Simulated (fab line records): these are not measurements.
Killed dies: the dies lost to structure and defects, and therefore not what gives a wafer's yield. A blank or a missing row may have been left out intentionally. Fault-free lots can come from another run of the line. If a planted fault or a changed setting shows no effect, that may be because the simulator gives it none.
fab line records	flow n5-finfet
[record] lots = 6	wafers = 18	last-day = 16
route steps=1938 shown BEOL_M9@1419 PASSIVATION@1936
lots with no fault: from the same line, run without faults
start-h: the number of hours between the record's first day and the start of the first shown wafer of the lot	wait-h: hours from the lot's prior step to this one	" the same as in the row above	L1.1+2: a row that stands for several wafers	- value missing, or start not given	* or withheld: withheld	< > ~ a bound
route shown NAME@n: names a module that has steps shown in the file, with the first one's number in the route	usual: the fault-free wafers' mean and standard deviation	same: alike in all rows	chamber/n: place in a boat	sites: the reading at each site	_std_site: their standard deviation	_edge_site: outer sites' mean less inner sites'	radius-mm: how far each site lies from the wafer's centre	mask NAME#n: copy n	behind: the most recent tool/chamber to have shaped the wafer	hold: why the lot went on hold/how many hours it stayed there/how the hold came to an end	device: names the non-switching transistor (n, p or np)	end of line: tests of these same wafers at the route's end	a step given without rows: its recipe and nothing more	killed: dies that structure and defects cost at the first sort, which is not the same as the wafer's yield	map: a wafer's dies, x killed, . not, _ none there
set.NAME: the setting that was run; set.NAME@STEP: the one run at that earlier step	model.NAME: the simulator's own value behind a step, which no gauge read
lots seen at some steps along the route; tables by step, rows by wafer
services: when a tool's chamber went out of use (start-h, in hours from the record's first day, below 0 if earlier), for how many hours, and the reason
[[steps]]
[step N5_BEOL_M9_ETCH_62]
[recipe] chemistry = N2/H2	target = SOC	target-depth-a = 1100	overetch-a = 220	mask-material = SiARC	temp-c = 40	time-s = 165	ion-energy-ev = 200	pressure-mtorr = 30	source-w = 840	bias-w = 150	n2-flow-sccm = 200	h2-flow-sccm = 200
[usual] drypump-motor-current-A = 5.9/0.46	oes-product-au = 0.65/0.061	rf-vpp-V = 524.9/2	showerhead-plenum-p-Torr = 2.58/0.066	throttle-valve-pct = 17.80/0.23
lot.wafer	tool	chamber	start-h	wait-h	drypump-motor-current-A	oes-product-au	rf-hours-counter-h	rf-vpp-V	showerhead-plenum-p-Torr	throttle-valve-pct
L337.2	rie-diel-01	3	208.72	0.0	6.3	0.61	195	522.3	2.52	17.81
L337.3	"	2	"	"	5.7	0.61	204	525.1	2.64	17.59
L337.5	"	0	"	"	5.8	0.75	-	525.1	2.58	17.74
L338.2	rie-diel-01	1	211.20	0.0	5.9	0.73	56	527.5	2.67	17.56
L338.3	"	2	"	"	5.7	0.61	205	526.3	2.64	17.61
L338.5	"	3	"	"	6.3	0.62	-	523.1	2.52	17.82
L343.1	rie-diel-01	1	239.42	0.0	5.9	0.70	65	527.1	2.67	17.58
L343.4	"	2	"	"	5.7	0.60	214	526.4	2.63	17.61
L343.5	"	3	"	"	6.4	0.61	-	521.9	2.51	17.83
L345.2	rie-diel-03	0	241.67	0.0	6.7	0.64	138	523.4	2.55	18.02
L345.3	"	3	"	"	5.9	0.59	196	529.1	2.63	18.07
L345.6	"	1	"	"	6.1	0.61	-	527.0	2.64	17.91
L350.1	rie-diel-01	2	282.25	0.0	5.7	0.59	227	526.7	2.63	17.64
L350.3	"	3	"	"	6.3	0.60	219	522.0	2.51	17.87
L350.6	"	1	"	"	5.9	0.70	-	528.3	2.66	17.58
L357.2	rie-diel-03	1	327.75	0.0	6.1	0.59	214	524.2	2.63	17.95
L357.3	"	2	"	"	4.9	0.69	59	521.4	2.47	17.60
L357.6	"	3	"	"	6.0	0.59	-	524.9	2.62	18.14
[step N5_BEOL_M9_STRIP_68]
[recipe] chemistry = N2/H2	temp-c = 40	n2-flow-sccm = 200	h2-flow-sccm = 200	rf-frequency-hz = 6e+07
[step N5_BEOL_M9_STRIP_67]
[recipe] chemistry = CF4	resist = SiARC	power-w = 300	bias-power-w = 75	pressure-mtorr = 50	cf4-flow-sccm = 150	rf-frequency-hz = 6e+07
[usual] drypump-motor-current-A = 5.9/0.45	oes-product-au = 0.77/0.072	rf-vpp-V = 271.7/1.2	showerhead-plenum-p-Torr = 1.82/0.046	throttle-valve-pct = 13.58/0.2
lot.wafer	tool	chamber	start-h	wait-h	drypump-motor-current-A	oes-product-au	rf-hours-counter-h	rf-vpp-V	showerhead-plenum-p-Torr	throttle-valve-pct
L337.2	rie-diel-01	3	208.87	0.0	6.3	0.74	195	270.5	1.80	13.72
L337.3	"	2	"	"	5.6	0.72	204	273.2	1.84	13.35
L337.5	"	0	"	"	5.8	0.88	-	271.8	1.84	13.56
L338.2	rie-diel-01	1	211.35	0.0	5.9	0.85	56	272.2	1.90	13.45
L338.3	"	2	"	"	5.7	0.71	205	271.1	1.83	13.36
L338.5	"	3	"	"	6.3	0.73	-	271.8	1.80	13.75
L343.1	rie-diel-01	1	239.56	0.0	5.9	0.84	65	275.0	1.90	13.48
L343.4	"	2	"	"	5.7	0.71	214	271.5	1.83	13.36
L343.5	"	3	"	"	6.3	0.71	-	270.5	1.80	13.77
L345.2	rie-diel-03	0	241.82	0.0	6.7	0.76	139	271.1	1.81	13.63
L345.3	"	3	"	"	6.0	0.71	196	272.5	1.85	13.81
L345.6	"	1	"	"	6.0	0.72	-	272.2	1.87	13.79
L350.1	rie-diel-01	2	282.39	0.0	5.7	0.70	227	272.5	1.83	13.38
L350.3	"	3	"	"	6.4	0.71	219	271.5	1.80	13.79
L350.6	"	1	"	"	5.9	0.82	-	272.9	1.90	13.49
L357.2	rie-diel-03	1	327.90	0.0	6.0	0.71	214	272.6	1.86	13.86
L357.3	"	2	"	"	4.9	0.83	59	270.8	1.76	13.42
L357.6	"	3	"	"	6.0	0.69	-	272.3	1.84	13.87
[step N5_BEOL_M9_HM_OPEN_17]
[recipe] chemistry = Cl2/BCl3	target-depth-a = 200	overetch-a = 60	target = TiN	mask-material = SOC	ion-energy-ev = 150	pressure-mtorr = 10	icp-w = 1000	bias-w = 126	Cl2_flow_sccm = 53.25	bcl3-flow-sccm = 21.75	Ar_flow_sccm = 25
[usual] drypump-motor-current-A = 5.46/0.28	oes-product-au = 0.63/0.075	throttle-valve-pct = 22.33/0.2
lot.wafer	tool	chamber	start-h	wait-h	drypump-motor-current-A	oes-product-au	rf-hours-counter-h	throttle-valve-pct
L337.2	rie-metal-03	1	208.92	0.0	5.58	0.58	76	22.44
L337.3	"	0	"	"	5.58	0.57	-	22.58
L337.5	"	0	"	"	5.58	0.56	-	22.56
L338.2	rie-metal-03	0	211.39	0.0	5.59	0.56	98	22.58
L338.3	"	0	"	"	5.55	0.56	-	22.56
L338.5	"	1	"	"	5.58	0.59	-	22.43
L343.1	rie-metal-02	1	239.61	0.0	6.01	0.55	110	22.29
L343.4	"	1	"	"	5.99	0.54	-	22.29
L343.5	"	0	"	"	5.08	0.67	-	22.26
L345.2	rie-metal-03	0	241.86	0.0	5.56	0.57	101	22.56
L345.3	"	1	"	"	5.57	0.59	-	22.40
L345.6	"	0	"	"	5.55	0.57	-	22.55
L350.1	rie-metal-02	0	282.43	0.0	5.08	0.66	45	22.29
L350.3	"	1	"	"	6.01	0.54	-	22.29
L350.6	"	0	"	"	5.04	0.66	-	22.29
L357.2	rie-metal-01	1	327.94	0.0	5.48	0.73	15	21.97
L357.3	"	1	"	"	5.50	0.74	-	21.97
L357.6	"	1	"	"	5.47	0.74	-	21.97
[step N5_BEOL_M9_STRIP_19]
[recipe] chemistry = O2	power-w = 400	temp-c = 40	pressure-mtorr = 30	rf-frequency-hz = 6e+07	bias-power-w = 0	overash-fraction = 0.2	o2-flow-sccm = 225
[usual] drypump-motor-current-A = 5.9/0.53	oes-product-au = 0.77/0.077	rf-vpp-V = 3.6/0.54	showerhead-plenum-p-Torr = 2.13/0.061	throttle-valve-pct = 16.63/0.19
lot.wafer	tool	chamber	start-h	wait-h	drypump-motor-current-A	oes-product-au	rf-hours-counter-h	rf-vpp-V	showerhead-plenum-p-Torr	throttle-valve-pct
L337.2	rie-diel-03	1	209.06	0.1	6.0	0.73	176	3.7	2.16	16.70
L337.3	"	2	"	"	4.9	0.87	20	4.0	2.04	16.33
L337.5	"	1	"	"	6.1	0.75	-	3.8	2.16	16.69
L338.2	rie-diel-02	1	211.52	0.1	5.8	0.73	165	4.4	2.11	16.52
L338.3	"	0	"	"	5.0	0.70	236	3.6	2.16	16.82
L338.5	"	2	"	"	6.5	0.71	-	3.3	2.06	16.83
L343.1	rie-diel-03	3	239.72	0.1	5.9	0.71	195	3.9	2.18	16.92
L343.4	"	0	"	"	6.7	0.75	138	3.4	2.11	16.74
L343.5	"	0	"	"	6.7	0.75	-	3.6	2.11	16.71
L345.2	rie-diel-01	3	241.97	0.1	6.3	0.72	207	3.3	2.09	16.77
L345.3	"	1	"	"	5.9	0.85	66	4.1	2.24	16.63
L345.6	"	3	"	"	6.3	0.73	-	3.8	2.09	16.79
L350.1	rie-diel-03	2	282.59	0.1	4.9	0.84	44	3.8	2.03	16.39
L350.3	"	1	"	"	6.1	0.71	200	3.9	2.15	16.74
L350.6	"	1	"	"	6.1	0.72	-	3.8	2.15	16.73
L357.2	rie-diel-03	2	328.05	0.1	4.8	0.83	59	3.3	2.02	16.42
L357.3	"	3	"	"	6.0	0.69	221	3.2	2.17	16.97
L357.6	"	1	"	"	6.1	0.71	-	3.7	2.15	16.77
[step N5_BEOL_M9_CD_MEAS_18]
[recipe] pitch-nm = 140	target-cd-nm = 70
[usual] cd-nm = 69.7/0.79
lot.wafer	tool	chamber	start-h	wait-h	cd-nm
L337.2	cd-sem-02	-	209.13	0.1	70.9
L337.3	"	-	"	"	71.3
L337.5	"	-	"	"	70.9
L338.2	cd-sem-03	-	211.59	0.1	69.4
L338.3	"	-	"	"	70.9
L338.5	"	-	"	"	70.4
L343.1	cd-sem-02	-	239.79	0.0	70.5
L343.4	"	-	"	"	69.9
L343.5	"	-	"	"	70.5
L345.2	cd-sem-03	-	242.04	0.1	69.6
L345.3	"	-	"	"	68.9
L345.6	"	-	"	"	69.8
L350.1	cd-sem-02	-	282.66	0.0	68.5
L350.3	"	-	"	"	69.1
L350.6	"	-	"	"	68.8
L357.2	cd-sem-01	-	328.12	0.1	68.4
L357.3	"	-	"	"	69.2
L357.6	"	-	"	"	67.9
[step N5_BEOL_M9_COAT_63]
[recipe] resist = SOC	temp-c = 250	time-s = 60	spin-rpm = 1500	resist-thk-nm = 60
[step N5_BEOL_M9_COAT_64]
[recipe] resist = SiARC	temp-c = 220	time-s = 60	spin-rpm = 1500	resist-thk-nm = 12
[step N5_BEOL_M9_COAT_75]
[recipe] resist = underlayer	temp-c = 205	time-s = 60	spin-rpm = 1500	resist-thk-nm = 5
[step N5_BEOL_M9_COAT_22]
[recipe] resist = CAR-EUV	spin-rpm = 1500	resist-thk-nm = 30
[step N5_BEOL_M9_EBR_24]
[recipe] solvent = PGMEA	ebr-width-mm = 1.5
[step N5_BEOL_M9_SOFTBAKE_23]
[recipe] temp-c = 110	time-s = 60	resist = CAR-EUV
[step N5_BEOL_M9_EXPOSE_25]
[recipe] mask-id = V8	na = 0.33	source-shape = annular	sigma-inner = 0.4	sigma-outer = 0.8	polarization = unpolarized	dose-mj = 37.25
[usual] exposure-dose-mJ-cm2 = 37.18/0.057	focus-offset-nm = 0.0/0.51
[same] sigma-inner = 0.4
lot.wafer	tool	chamber	start-h	wait-h	mask	exposure-dose-mJ-cm2	focus-offset-nm
L337.2	euv-scanner-02	0	209.40	-	V8#0	37.17	0.4
L337.3	"	0	"	"	V8#0	37.14	0.8
L337.5	"	0	"	"	V8#0	37.10	0.7
L338.2	euv-scanner-02	0	212.27	-	V8#0	37.13	-0.1
L338.3	"	0	"	"	V8#0	37.12	0.5
L338.5	"	0	"	"	V8#0	37.15	0.5
L343.1	euv-scanner-02	0	239.96	-	V8#0	35.18	0.8
L343.4	"	0	"	"	V8#0	35.21	-0.5
L343.5	"	0	"	"	V8#0	35.21	0.0
L345.2	euv-scanner-02	0	243.60	-	V8#0	35.47	0.4
L345.3	"	0	"	"	V8#0	35.54	0.8
L345.6	"	0	"	"	V8#0	35.52	1.3
L350.1	euv-scanner-01	0	282.99	-	V8#0	37.28	0.1
L350.3	"	0	"	"	V8#0	37.25	0.1
L350.6	"	0	"	"	V8#0	37.21	0.1
L357.2	euv-scanner-01	0	328.47	-	V8#0	37.23	0.1
L357.3	"	0	"	"	V8#0	37.22	0.2
L357.6	"	0	"	"	V8#0	37.19	-0.1
[step N5_BEOL_M9_PEB_26]
[recipe] peb-temp-c = 100	peb-time-s = 60	resist = CAR-EUV
[step N5_BEOL_M9_DEVELOP_27]
[recipe] develop-time-s = 30	developer = TMAH	resist = CAR-EUV	rinse-liquid = surfactant-rinse	dry = air-spin	dev-temp-c = 23
[step N5_BEOL_M9_CD_MEAS_28]
[recipe] target-cd-nm = 70	landing-energy-ev = 500	detector = se-inlens	polarity = opening
[usual] cd-nm = 70.00/0.26
lot.wafer	tool	chamber	start-h	wait-h	cd-nm
L337.2	cd-sem-01	0	209.52	-	70.20
L337.3	"	0	"	"	70.34
L337.5	"	0	"	"	70.26
L338.2	cd-sem-01	0	212.40	-	70.27
L338.3	"	0	"	"	70.36
L338.5	"	0	"	"	70.69
L343.1	cd-sem-03	0	240.09	-	68.37
L343.4	"	0	"	"	68.90
L343.5	"	0	"	"	68.68
L345.2	cd-sem-03	0	243.72	-	68.75
L345.3	"	0	"	"	69.05
L345.6	"	0	"	"	69.11
L350.1	cd-sem-01	0	283.12	-	69.85
L350.3	"	0	"	"	70.13
L350.6	"	0	"	"	70.15
L357.2	cd-sem-03	0	328.60	-	69.79
L357.3	"	0	"	"	69.90
L357.6	"	0	"	"	70.34
[step N5_BEOL_M9_OVL_MEAS_29]
[recipe] points-per-wafer = 522
[usual] V8_OVL = -0.3/0.58
lot.wafer	tool	chamber	start-h	wait-h	V8_OVL[nm]
L337.2	overlay-02	0	209.56	0.0	-0.7
L337.3	"	0	"	"	0.4
L337.5	"	0	"	"	-0.4
L338.2	overlay-02	0	212.43	0.0	0.3
L338.3	"	0	"	"	0.2
L338.5	"	0	"	"	-0.5
L343.1	overlay-01	0	240.12	0.0	-0.6
L343.4	"	0	"	"	-0.4
L343.5	"	0	"	"	-1.3
L345.2	overlay-02	0	243.76	0.0	-1.3
L345.3	"	0	"	"	0.4
L345.6	"	0	"	"	0.6
L350.1	overlay-02	0	283.15	0.0	0.0
L350.3	"	0	"	"	-0.3
L350.6	"	0	"	"	0.0
L357.2	overlay-02	0	328.63	0.0	-0.2
L357.3	"	0	"	"	0.0
L357.6	"	0	"	"	-0.1
[step N5_PASSIVATION_PROBE_49]
[usual] defect-limited-yield = 91.3/1.5	killed_at_M0_to_M3 = 35/10	killed_at_M4_up = 12/4.6	killed-at-contacts = 13/6.6	killed-at-front-end = 39/11	killed-at-other = 4/3.4	killed-dies = 103/17	killed-on-rim = 14/4.1	killed-open = 67/13	killed-short = 35/8.2	sort_bin_5_function = 5.1/0.94	sort_bin_6_memory = 3.2/0.7	sort-n-pass = 1077/17	sort-yield-pct = 91.3/1.5
[same] gross-dies = 1180	killed-at-back-side = 0	sort_bin_4_leakage[%] = 0	sort_bin_8_speed[%] = 0
lot.wafer	tool	chamber	start-h	wait-h	defect-limited-yield[%]	killed_at_M0_to_M3	killed_at_M4_up	killed-at-contacts	killed-at-front-end	killed-at-other	killed-dies	killed-on-rim	killed-open	killed-short	sort_bin_5_function[%]	sort_bin_6_memory[%]	sort-n-pass	sort-yield-pct[%]
L338.2	prober-01	-	269.94	0.1	93.6	23	8	7	37	0	75	10	50	22	4.1	2.2	1105	93.6
L338.3	prober-01	-	269.99	0.1	90.6	23	16	6	60	6	111	16	63	37	5.8	2.5	1069	90.6
L338.5	prober-01	-	270.09	0.2	89.8	42	16	1	61	0	120	17	83	37	6.8	3.1	1060	89.8
L343.1	prober-01	-	303.15	0.0	87.8	42	11	35	50	6	144	12	96	48	6.7	5.0	1036	87.8
L343.4	prober-01	-	303.30	0.2	92.5	46	10	13	18	1	88	14	58	30	4.2	3.1	1092	92.5
L343.5	prober-01	-	303.35	0.2	89.7	38	13	11	58	1	121	15	74	41	5.2	4.2	1059	89.7
L345.2	prober-01	-	310.35	0.1	90.7	33	14	15	46	2	110	11	61	49	6.0	2.9	1070	90.7
L345.3	prober-01	-	310.40	0.1	89.7	45	11	14	49	2	121	17	83	33	5.6	4.2	1059	89.7
L345.6	prober-01	-	310.55	0.3	90.6	36	14	20	38	3	111	17	81	30	5.8	3.2	1069	90.6
L350.1	prober-01	-	342.96	0.0	92.0	26	16	3	42	7	94	14	60	34	4.8	3.0	1086	92.0
L350.3	prober-01	-	343.06	0.1	91.9	31	8	10	42	5	96	12	54	41	5.0	2.5	1084	91.9
L350.6	prober-01	-	343.21	0.3	93.4	35	4	8	25	6	78	17	51	26	3.3	3.1	1102	93.4
L357.2	prober-02	-	393.80	0.1	89.6	56	7	10	49	1	123	19	79	36	6.4	3.2	1057	89.6
L357.3	prober-02	-	393.85	0.1	90.3	57	13	9	35	1	115	12	74	36	6.3	2.9	1065	90.3
L357.6	prober-02	-	394.00	0.3	90.0	39	17	9	51	2	118	14	75	33	6.5	2.5	1062	90.0
// killed by level:class
L338.2 STI_FIN_REVEAL:geometric-particle:open=16 FIN_SAQP:geometric-particle:short=5 BEOL_M1:geometric-particle:open=5 BEOL_M4:geometric-particle:open=5 BEOL_M3:geometric-particle:open=4 FIN_SAQP:geometric-particle:open=3 MOL_CONTACT_COAG:geometric-particle:open=3 MOL_CONTACT_COAG:geometric-particle:short=3
L338.3 STI_FIN_REVEAL:geometric-particle:open=18 FIN_SAQP:geometric-particle:short=9 HKMG_FIN:area-etch=9 FIN_SAQP:geometric-particle:open=7 MOL_CONTACT_COAG:geometric-particle:open=6 BEOL_M3:geometric-particle:open=6 STI_FIN_REVEAL:geometric-particle:short=5 BEOL_M4:geometric-particle:open=5
L338.5 STI_FIN_REVEAL:geometric-particle:open=19 BEOL_M0_SAQP:geometric-particle:open=15 FIN_SAQP:geometric-particle:short=14 FIN_SAQP:geometric-particle:open=9 BEOL_M4:geometric-particle:open=8 BEOL_M3:geometric-particle:open=7 BEOL_M0_SAQP:geometric-particle:short=6 BEOL_M2:geometric-particle:open=6
L343.1 MOL_CONTACT_COAG:geometric-particle:open=27 BEOL_M1:geometric-particle:open=10 GATE_CUT:geometric-particle:short=9 FIN_SAQP:geometric-particle:open=8 GATE_CUT:geometric-particle:open=8 MOL_CONTACT_COAG:geometric-particle:short=8 STI_FIN_REVEAL:geometric-particle:open=7 BEOL_M0_SAQP:geometric-particle:short=6
L343.4 BEOL_M2:geometric-particle:open=12 MOL_CONTACT_COAG:geometric-particle:open=9 BEOL_M1:geometric-particle:open=9 BEOL_M0:geometric-particle:open=6 MOL_CONTACT_COAG:geometric-particle:short=4 BEOL_M0_SAQP:geometric-particle:short=4 BEOL_M0_SAQP:geometric-particle:open=4 BEOL_M2:geometric-particle:short=4
L343.5 FIN_SAQP:geometric-particle:open=12 FIN_SAQP:geometric-particle:short=10 BEOL_M3:geometric-particle:open=8 STI_FIN_REVEAL:geometric-particle:open=7 MOL_CONTACT_COAG:geometric-particle:open=7 BEOL_M0:geometric-particle:open=7 BEOL_M1:geometric-particle:open=7 HKMG_FIN:area-etch=6
L345.2 MOL_CONTACT_COAG:geometric-particle:open=11 BEOL_M0_SAQP:geometric-particle:short=10 FIN_SAQP:geometric-particle:open=8 GATE_CUT:geometric-particle:short=8 FIN_SAQP:geometric-particle:short=7 STI_FIN_REVEAL:geometric-particle:open=7 BEOL_M0_SAQP:geometric-particle:open=6 BEOL_M3:geometric-particle:open=5
L345.3 BEOL_M2:geometric-particle:open=17 MOL_CONTACT_COAG:geometric-particle:open=12 FIN_SAQP:geometric-particle:short=9 BEOL_M3:geometric-particle:open=8 FIN_SAQP:geometric-particle:open=7 STI_FIN_REVEAL:geometric-particle:open=7 BEOL_M0_SAQP:geometric-particle:open=7 GATE_CUT:geometric-particle:short=5
L345.6 MOL_CONTACT_COAG:geometric-particle:open=16 BEOL_M4:geometric-particle:open=10 BEOL_M2:geometric-particle:open=10 FIN_SAQP:geometric-particle:open=8 STI_FIN_REVEAL:geometric-particle:open=8 FIN_SAQP:geometric-particle:short=6 BEOL_M1:geometric-particle:short=6 BEOL_M0_SAQP:geometric-particle:open=5
L350.1 FIN_SAQP:geometric-particle:short=12 FIN_SAQP:geometric-particle:open=9 BEOL_M0:geometric-particle:open=6 BEOL_M2:geometric-particle:open=6 DUMMY_GATE:geometric-particle:open=5 BEOL_M1:geometric-particle:open=5 STARTING-WAFER:geometric-particle:open=3 STI_FIN_REVEAL:geometric-particle:open=3
L350.3 FIN_SAQP:geometric-particle:short=11 BEOL_M2:geometric-particle:open=9 FIN_SAQP:geometric-particle:open=8 MOL_CONTACT_COAG:geometric-particle:open=7 BEOL_M3:geometric-particle:open=6 STARTING-WAFER:geometric-particle:open=6 STI_FIN_REVEAL:geometric-particle:open=5 BEOL_M2:geometric-particle:short=5
L350.6 BEOL_M2:geometric-particle:open=15 FIN_SAQP:geometric-particle:short=7 MOL_CONTACT_COAG:geometric-particle:open=6 DUMMY_GATE:geometric-particle:open=4 BEOL_M0_SAQP:geometric-particle:open=4 BEOL_M0:geometric-particle:open=4 STI_FIN_REVEAL:geometric-particle:open=3 BEOL_M1:geometric-particle:short=3
L357.2 BEOL_M0_SAQP:geometric-particle:open=12 BEOL_M2:geometric-particle:open=12 MOL_CONTACT_COAG:geometric-particle:open=9 BEOL_M0_SAQP:geometric-particle:short=9 FIN_SAQP:geometric-particle:short=7 BEOL_M1:geometric-particle:open=7 BEOL_M3:geometric-particle:open=7 HKMG_FIN:area-etch=7
L357.3 BEOL_M3:geometric-particle:open=19 BEOL_M0_SAQP:geometric-particle:open=14 BEOL_M0_SAQP:geometric-particle:short=8 FIN_SAQP:geometric-particle:short=6 MOL_CONTACT_COAG:geometric-particle:open=6 FIN_SAQP:geometric-particle:open=5 DUMMY_GATE:geometric-particle:open=5 GATE_CUT:geometric-particle:short=5
L357.6 BEOL_M2:geometric-particle:open=9 MOL_CONTACT_COAG:geometric-particle:open=9 HKMG_FIN:area-etch=9 BEOL_M0_SAQP:geometric-particle:open=7 STARTING-WAFER:geometric-particle:open=7 FIN_SAQP:geometric-particle:short=6 BEOL_M0_SAQP:geometric-particle:short=6 BEOL_M1:geometric-particle:open=6
[[services]]
tool	chamber	start-h	hours	kind
euv-scanner-02	0	191.08	-	calibration
rie-diel-03	1	193.13	8.5	repair
euv-scanner-01	-	209.03	4.6	pm
euv-scanner-01	-	219.87	2.0	repair
rie-metal-02	-	224.92	2.8	pm
euv-scanner-01	-	224.98	1.0	pm
euv-scanner-02	-	228.91	1.0	pm
rie-metal-02	-	229.67	6.9	repair
rie-metal-03	-	234.15	2.8	pm
rie-diel-03	-	236.51	0.3	repair
rie-diel-02	2	244.08	21.0	repair
rie-diel-03	0	253.64	2.0	repair
rie-diel-02	0	254.95	14.4	repair
euv-scanner-01	-	281.13	1.0	pm
rie-diel-02	3	282.57	1.5	repair
euv-scanner-02	-	285.06	1.0	pm
rie-diel-03	3	285.32	6.0	repair
rie-diel-01	-	290.73	2.8	pm
rie-diel-01	2	293.58	40.7	repair
rie-metal-02	1	299.83	-	clean
rie-metal-02	1	299.83	32.6	scheduled-down
rie-diel-02	2	324.02	3.9	repair
euv-scanner-02	-	325.56	4.6	pm
rie-diel-01	1	326.23	2.7	repair
[[key]]
[first-sign] step = N5_BEOL_M9_EXPOSE_25	reading = exposure-dose-mJ-cm2	direction = down	sigmas = 32	usual = 37.18	struck = 35.35
[effect] step = N5_BEOL_M9_CD_MEAS_28	reading = cd-nm	direction = down	sigmas = 4.5	usual = 70.00	struck = 68.81	through = control-loop
met-at N5_BEOL_M9_EXPOSE_25
struck-wafers L343.1,L343.4,L343.5,L345.2,L345.3,L345.6
[loop-trim] step = N5_BEOL_M9_EXPOSE_25	setting = dose	lots = L343,L345
onset-between 212.27 239.96
[earlier-fault] kind = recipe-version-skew	tool = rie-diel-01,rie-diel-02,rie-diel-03	chamber = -	onset-h = 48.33	steps = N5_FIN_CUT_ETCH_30	wrong-recipe.time-s = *
[fault] kind = process-parameter-drift	tool = euv-scanner-02	chamber = -	onset-h = 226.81	steps = N5_BEOL_M9_EXPOSE_25	channel = dose-mj	offset = -3.1194	shape = step	acts-in = these-recipes-only	stated = 37.25
// loop-trim: a control loop set the setting to another value than it would have without faults
